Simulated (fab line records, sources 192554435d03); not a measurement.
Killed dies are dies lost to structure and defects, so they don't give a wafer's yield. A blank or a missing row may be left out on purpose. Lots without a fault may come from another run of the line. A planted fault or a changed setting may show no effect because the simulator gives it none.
Which tool did it? | flow n5_finfet | 9 lots, 26 wafers sampled, at 6 steps of a route of 1938

WHAT THE GAUGES READ, wafer by wafer
N5_BEOL_M4_RC_MEAS_101. Usual: DIBL_N 35.8 mV/V, standard deviation 1.6; DIBL_P 36.0 mV/V, standard deviation 1.9; IOFF_N 0.151 nA/um, standard deviation 0.029; IOFF_P 0.21 nA/um, standard deviation 0.037; ION_N 673 uA/um, standard deviation 12; ION_P 463 uA/um, standard deviation 7.3; SS_N 71.5 mV/dec, standard deviation 0.58; SS_P 73.2 mV/dec, standard deviation 0.61; VT_N 251 mV, standard deviation 3.3; VT_P -250 mV, standard deviation 3.3.
lot  | measured     | on        | DIBL_N (mV/V)  | DIBL_P (mV/V)  | IOFF_N (nA/um)    | IOFF_P (nA/um) | ION_N (uA/um) | ION_P (uA/um) | SS_N (mV/dec)  | SS_P (mV/dec)  | VT_N (mV)   | VT_P (mV)      | flag
L134 | day 7 18:14  | prober-02 | 35.4 36.9 38.8 | 34.9 35.9 37.9 | 0.115 0.139 0.175 | 0.18 0.19 0.23 | 662 667 679   | 461 463 462   | 70.7 71.1 72.4 | 72.2 72.0 73.5 | 256 254 250 | -253 -251 -250 |
L135 | day 7 23:23  | prober-01 | 34.9 36.3 36.6 | 32.7 35.0 35.8 | 0.118 0.145 0.162 | 0.16 0.19 0.22 | 658 676 675   | 451 466 467   | 71.1 71.4 71.1 | 71.6 73.5 73.3 | 255 252 247 | -254 -251 -248 |
L138 | day 9 16:43  | prober-02 | 37.3 38.8 37.0 | 36.7 38.8 36.2 | 0.142 0.179 0.137 | 0.21 0.25 0.20 | 666 688 660   | 465 468 461   | 71.2 72.3 71.1 | 72.9 73.8 72.8 | 252 249 255 | -248 -248 -251 |
L146 | day 11 09:23 | prober-02 | 34.1 34.4      | 33.3 35.0      | 0.110 0.121       | 0.15 0.17      | 647 664       | 447 455       | 71.5 70.9      | 72.4 73.3      | 252 253     | -255 -253      |
L147 | day 11 17:49 | prober-02 | 35.3 34.6 37.0 | 37.5 36.7 39.5 | 0.143 0.137 0.182 | 0.23 0.21 0.26 | 660 670 686   | 466 467 472   | 70.9 71.1 72.6 | 73.9 72.3 73.8 | 253 250 250 | -247 -250 -247 |
L148 | day 11 21:02 | prober-02 | 38.4 37.6 35.3 | 38.4 36.6 34.5 | 0.191 0.158 0.130 | 0.24 0.20 0.18 | 689 674 651   | 473 455 448   | 71.1 71.8 71.3 | 73.7 73.1 73.1 | 247 251 252 | -250 -252 -252 |
L153 | day 12 20:47 | prober-02 | 35.8 33.0 35.1 | 36.4 32.9 35.1 | 0.151 0.107 0.144 | 0.23 0.17 0.21 | 665 649 672   | 460 454 461   | 71.4 70.8 71.1 | 72.8 72.0 73.1 | 251 252 252 | -247 -252 -250 |
L155 | day 13 18:34 | prober-01 | 37.7 36.0 35.0 | 38.0 36.1 33.9 | 0.210 0.178 0.142 | 0.29 0.24 0.20 | 692 681 678   | 477 473 467   | 72.4 71.2 71.7 | 73.5 73.3 72.5 | 247 246 250 | -245 -248 -250 |
L156 | day 14 02:12 | prober-02 | 38.5 35.4 36.8 | 38.6 35.1 37.2 | 0.170 0.135 0.166 | 0.23 0.19 0.22 | 670 671 679   | 464 456 461   | 72.0 71.2 71.5 | 73.9 72.6 73.7 | 251 250 250 | -251 -253 -249 |

N5_BEOL_M7_THK_MEAS_01. Usual: M7_ILD_THK 154.8 nm, standard deviation 1.9.
lot  | measured     | on            | M7_ILD_THK (nm)   | flag
L134 | day 8 16:22  | film_metro-02 | 153.5 157.1 155.2 |
L135 | day 9 00:24  | film_metro-01 | 152.3 155.3 154.5 |
L138 | day 10 14:44 | film_metro-01 | 153.1 152.4 156.6 |
L146 | day 12 10:34 | film_metro-02 | 241.7 156.7       | OFF
L147 | day 12 19:49 | film_metro-01 | 152.9 157.0 154.9 |
L148 | day 12 15:13 | film_metro-02 | 151.5 153.7 154.4 |
L153 | day 13 20:46 | film_metro-01 | 153.7 156.1 153.4 |
L155 | day 14 17:38 | film_metro-02 | 155.5 153.9 155.5 |
L156 | day 14 23:32 | film_metro-01 | 153.4 151.0 156.1 |

WHICH TOOL RAN EACH LOT (tool, then ch and the chambers of the sampled wafers, then the start)
lot  | N5_BEOL_M6_TRENCH_ETCH_37                     | N5_BEOL_M6_PRE_CLEAN_45      | N5_BEOL_M6_SPUTTER_48        | N5_BEOL_M7_ILD_DEP_00
L134 | rie_diel-02 ch 0,1, day 8 14:09 or earlier    | pvd_sputter-03, day 8 14:09  | pvd_sputter-03, day 8 14:44  | pecvd-01 ch 0,1,2, day 8 15:46
L135 | rie_diel-03 ch 1,2,3, day 8 21:17 or earlier  | pvd_sputter-03, day 8 21:17  | pvd_sputter-02, day 8 22:10  | pecvd-01 ch 0,1, day 8 23:49
L138 | rie_diel-04 ch 0,1,2, day 10 10:54 or earlier | pvd_sputter-01, day 10 10:54 | pvd_sputter-02, day 10 11:30 | pecvd-02 ch 0,1,2, day 10 14:10
L146 | rie_diel-04 ch 1,3, day 12 07:31 or earlier   | pvd_sputter-01, day 12 07:31 | pvd_sputter-01, day 12 08:26 | pecvd-01 ch 0,2, day 12 09:59
L147 | rie_diel-04 ch 0,1, day 12 17:01 or earlier   | pvd_sputter-02, day 12 17:01 | pvd_sputter-01, day 12 17:44 | pecvd-02 ch 0,2, day 12 18:44
L148 | rie_diel-03 ch 1,2,3, day 12 12:50 or earlier | pvd_sputter-02, day 12 12:50 | pvd_sputter-03, day 12 13:33 | pecvd-04 ch 0,1,2, day 12 14:38
L153 | rie_diel-04 ch 1,2, day 13 18:22 or earlier   | pvd_sputter-03, day 13 18:22 | pvd_sputter-03, day 13 19:06 | pecvd-04 ch 0,2, day 13 20:10
L155 | rie_diel-04 ch 1,2,3, day 14 15:10 or earlier | pvd_sputter-03, day 14 15:10 | pvd_sputter-02, day 14 15:52 | pecvd-02 ch 0,2, day 14 17:03
L156 | rie_diel-02 ch 1,2,3, day 14 21:16 or earlier | pvd_sputter-01, day 14 21:16 | pvd_sputter-03, day 14 21:47 | pecvd-02 ch 0,1,2, day 14 22:57
- N5_BEOL_M6_TRENCH_ETCH_37: etches SiCOH lowk in C4F6/O2, target depth 94.435 nm, time 31.5 s.
- N5_BEOL_M6_PRE_CLEAN_45: time 30 s.
- N5_BEOL_M6_SPUTTER_48: material Cu, target thk 10 nm, time 1.667 s.
- N5_BEOL_M7_ILD_DEP_00: deposits SiCOH lowk from DEMS/porogen, target thk 179.75 nm, time 33.4 s.

WHAT THE TOOLS THEMSELVES READ (means of the sampled wafers that have a number; where no wafer has one, the mark that the record gives instead)
N5_BEOL_M6_TRENCH_ETCH_37. Usual: bias_w 184.9 W, standard deviation 0.6; drypump_motor_current_A 5.8 A, standard deviation 0.49; mfc_ar_sccm 300.0 sccm, standard deviation 0.94; oes_product_au 0.81 a.u., standard deviation 0.094; rf_vpp_V 671 V, standard deviation 15; showerhead_plenum_p_Torr 2.88 Torr, standard deviation 0.1; throttle_valve_pct 20.82 %, standard deviation 0.21.
lot  | tool        | bias_w (W) | drypump_motor_current_A (A) | mfc_ar_sccm (sccm) | oes_product_au (a.u.) | rf_vpp_V (V) | showerhead_plenum_p_Torr (Torr) | throttle_valve_pct (%) | flag
L134 | rie_diel-02 | 184.9      | 5.6                         | 299.7              | 0.71                  | 678          | 2.78                            | 20.74                  |
L135 | rie_diel-03 | 184.9      | 5.5                         | 299.8              | 0.87                  | 663          | 2.92                            | 20.70                  |
L138 | rie_diel-04 | 185.0      | 6.2                         | 301.1              | 0.85                  | 669          | 2.83                            | 20.81                  |
L146 | rie_diel-04 | 185.4      | 6.3                         | 299.3              | 0.88                  | 667          | 2.84                            | 20.84                  |
L147 | rie_diel-04 | 185.0      | 6.6                         | 299.9              | 0.88                  | 677          | 2.93                            | 20.80                  |
L148 | rie_diel-03 | 184.4      | 5.5                         | 300.4              | 0.82                  | 663          | 2.90                            | 20.74                  |
L153 | rie_diel-04 | 184.9      | 6.1                         | 299.7              | 0.91                  | 657          | 2.85                            | 20.59                  |
L155 | rie_diel-04 | 184.2      | 6.1                         | 300.4              | 0.87                  | 671          | 2.89                            | 20.79                  |
L156 | rie_diel-02 | 185.1      | 5.7                         | 300.5              | 0.84                  | 674          | 2.89                            | 20.92                  |

N5_BEOL_M6_PRE_CLEAN_45. Usual: heater_power_w 329 W, standard deviation 24.
lot  | tool           | heater_power_w (W) | flag
L134 | pvd_sputter-03 | 337                |
L135 | pvd_sputter-03 | 333                |
L138 | pvd_sputter-01 | 286                |
L146 | pvd_sputter-01 | 317                |
L147 | pvd_sputter-02 | 327                |
L148 | pvd_sputter-02 | 330                |
L153 | pvd_sputter-03 | 334                |
L155 | pvd_sputter-03 | 330                |
L156 | pvd_sputter-01 | 334                |

N5_BEOL_M6_SPUTTER_48. Usual: bias_v 60.0 V, standard deviation 0.62; throttle_valve_pct 29.9 %, standard deviation 1.1.
lot  | tool           | bias_v (V) | throttle_valve_pct (%) | flag
L134 | pvd_sputter-03 | 60.2       | 29.6                   |
L135 | pvd_sputter-02 | 59.6       | 30.4                   |
L138 | pvd_sputter-02 | 59.4       | 29.6                   |
L146 | pvd_sputter-01 | 60.5       | 30.1                   |
L147 | pvd_sputter-01 | 60.4       | 29.6                   |
L148 | pvd_sputter-03 | 59.9       | 29.6                   |
L153 | pvd_sputter-03 | 59.4       | 29.1                   |
L155 | pvd_sputter-02 | 60.2       | 29.9                   |
L156 | pvd_sputter-03 | 60.2       | 28.9                   |

N5_BEOL_M7_ILD_DEP_00. Usual: heater_power_outer_w 168 W, standard deviation 39; heater_power_w 336 W, standard deviation 44; showerhead_plenum_p_Torr 5.745 Torr, standard deviation 0.013; throttle_valve_pct 13.2 %, standard deviation 0.44.
lot  | tool     | heater_power_outer_w (W) | heater_power_w (W) | showerhead_plenum_p_Torr (Torr) | throttle_valve_pct (%) | flag
L134 | pecvd-01 | 179                      | 341                | 5.755                           | 13.2                   |
L135 | pecvd-01 | 190                      | 352                | 5.747                           | 13.5                   |
L138 | pecvd-02 | 156                      | 326                | 5.732                           | 13.3                   |
L146 | pecvd-01 | 156                      | 322                | 5.755                           | 13.0                   |
L147 | pecvd-02 | 162                      | 339                | 5.739                           | 13.6                   |
L148 | pecvd-04 | 194                      | 359                | 5.740                           | 13.1                   |
L153 | pecvd-04 | 192                      | 370                | 5.733                           | 12.9                   |
L155 | pecvd-02 | 172                      | 356                | 5.743                           | 13.5                   |
L156 | pecvd-02 | 152                      | 322                | 5.735                           | 13.4                   |

THE ANSWER, worked out from the rows above alone
Rule: a lot is off if the mean of its wafers that have a number lies more than 3 standard deviations from the usual mean. A lot without any number at a reading at which 4 lots or more have one is off too. The other lots that the step has rows for count as sound. The gauges are gone through in route order, then the tools' own readings, and for those a lot's mean is taken as printed above. The first step at which some lot is off is used, and at that step the reading that is off furthest; a lot without a number counts as furthest.
Off: L146, at N5_BEOL_M7_THK_MEAS_01 (M7_ILD_THK).
A tool fits if, at a process step before that reading, it ran every lot that is off, and no sound lot after the first of them. The gauges at N5_BEOL_M7_THK_MEAS_01 are tried like those tools. N5_BEOL_M6_TRENCH_ETCH_37 gives no start for some lots, so the hours and the order of its lots are those of N5_BEOL_M6_PRE_CLEAN_45. One fits: pecvd-01 at N5_BEOL_M7_ILD_DEP_00. Its last sound lot is L135 (day 8 23:49), its first lot that is off L146 (day 12 09:59): a fault that began between those two fits.

WHAT THE SIMULATOR HAD PUT IN
Process parameter drift: pecvd-01, from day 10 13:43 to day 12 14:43, at N5_BEOL_M7_ILD_DEP_00. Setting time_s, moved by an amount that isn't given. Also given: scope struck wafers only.
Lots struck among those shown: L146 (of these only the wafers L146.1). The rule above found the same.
